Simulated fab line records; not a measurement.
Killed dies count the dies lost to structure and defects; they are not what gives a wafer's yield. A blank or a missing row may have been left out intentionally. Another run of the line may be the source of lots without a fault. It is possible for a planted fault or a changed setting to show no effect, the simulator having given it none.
Matching of chambers | flow nand harc | NHARC_P_M2_PRE_CLEAN_32 on pecvd-01 has 3 sister chambers
The step time 12 s. 3 wafers are shown with their chamber, then 7 later ones without.

## WAFERS, EACH WITH ITS CHAMBER
wafer  | chamber | heater power w (W)
L085.6 | 0       | 555
L088.1 | 1       | 654
L088.2 | 2       | 626

## WAFERS WHOSE CHAMBER IS MISSING
wafer  | heater power w (W)
L088.4 | 660
L095.3 | 546
L095.5 | 535
L095.6 | 595
L097.1 | 611
L097.3 | 586
L097.4 | 619

## WHICH CHAMBER EACH ONE RAN IN
wafer  | from the rows above          | in truth
L088.4 | can't be placed: 1 or 2      | 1
L095.3 | 0                            | 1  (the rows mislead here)
L095.5 | 0                            | 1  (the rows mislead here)
L095.6 | can't be placed: 2 or 0 or 1 | 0
L097.1 | can't be placed: 2 or 1      | 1
L097.3 | can't be placed: 0 or 2 or 1 | 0
L097.4 | can't be placed: 2 or 1      | 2
0 of 7 placed correctly. Cannot be placed on the basis of these rows: 5; the candidates contain the true chamber in 5. Number placed wrongly: 2.
How it was worked out, from the rows above alone: a wafer's distance from a chamber is the root of the sum, over the readings, of the square of ((its reading less the chamber's mean) divided by the reading's scatter). The wafer belongs to the nearest chamber; if the next one is less than 2 further off, it can't be placed. The mean given for a chamber averages the wafers shown for that chamber. The scatter (one wafer shown for each chamber): square how far every hidden wafer sits from the nearest shown wafer, average those squares and take the square root.
